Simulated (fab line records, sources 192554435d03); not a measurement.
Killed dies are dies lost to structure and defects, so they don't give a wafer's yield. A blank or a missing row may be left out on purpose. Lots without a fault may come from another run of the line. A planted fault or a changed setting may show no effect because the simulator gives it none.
Chamber matching | flow n5_finfet | N5_BEOL_M11_STRIP_19 on rie_diel-06: 4 sister chambers
The step strips in O2. 14 wafers are shown with their chamber, then 7 later ones without.

WAFERS WITH THEIR CHAMBER
wafer  | chamber | drypump_motor_current_A (A) | showerhead_plenum_p_Torr (Torr) | throttle_valve_pct (%)
L074.3 | 2       | 6.0                         | 2.06                            | 16.89
L074.4 | 1       | 5.7                         | 2.08                            | 16.90
L074.6 | 3       | 6.1                         | 2.12                            | 16.48
L078.2 | 1       | 5.7                         | 2.07                            | 16.92
L078.3 | 3       | 6.2                         | 2.12                            | 16.49
L078.6 | 1       | 5.7                         | 2.07                            | 16.93
L083.1 | 3       | 6.2                         | 2.11                            | 16.52
L083.4 | 3       | 6.2                         | 2.11                            | 16.50
L083.6 | 0       | 5.2                         | 2.01                            | 16.52
L087.1 | 1       | 5.7                         | 2.07                            | 16.93
L087.3 | 0       | 5.2                         | 2.01                            | 16.52
L087.5 | 2       | 6.0                         | 2.05                            | 16.52
L088.1 | 0       | 5.2                         | 2.01                            | 16.53
L088.4 | 3       | 6.2                         | 2.11                            | 16.55

SIGNATURES (means of the wafers above)
reading                  | chamber 0 | chamber 1 | chamber 2 | chamber 3 | scatter within a chamber
drypump_motor_current_A  | 5.200     | 5.700     | 6.000     | 6.180     | 0.0283
showerhead_plenum_p_Torr | 2.0100    | 2.0725    | 2.0550    | 2.1140    | 0.00495
throttle_valve_pct       | 16.5233   | 16.9200   | 16.7050   | 16.5080   | 0.085
Rule: a wafer's distance from a chamber is the root of the sum, over the readings, of the square of ((its reading less the chamber's mean) divided by the reading's scatter). The wafer belongs to the nearest chamber; if the next one is less than 2 further off, it can't be placed. The scatter: the root of (the sum of the squares of (reading less its chamber's mean) over the shown wafers, divided by (wafers less chambers)).

WAFERS WITHOUT THEIR CHAMBER
wafer  | drypump_motor_current_A (A) | showerhead_plenum_p_Torr (Torr) | throttle_valve_pct (%)
L088.5 | 6.0                         | 2.05                            | 16.53
L091.1 | 6.0                         | 2.05                            | 16.54
L091.2 | 5.7                         | 2.06                            | 16.95
L091.4 | 6.2                         | 2.11                            | 16.56
L097.2 | 6.0                         | 2.05                            | 16.54
L097.3 | 6.2                         | 2.11                            | 16.56
L097.5 | 5.7                         | 2.06                            | 16.99

WHICH CHAMBER EACH WENT THROUGH
wafer  | from the rows above | in truth
L088.5 | 2                   | 2
L091.1 | 2                   | 2
L091.2 | 1                   | 1
L091.4 | 3                   | 3
L097.2 | 2                   | 2
L097.3 | 3                   | 3
L097.5 | 1                   | 1
Placed correctly: 7 of 7. Can't be placed from these rows: 0. Placed wrongly: 0.
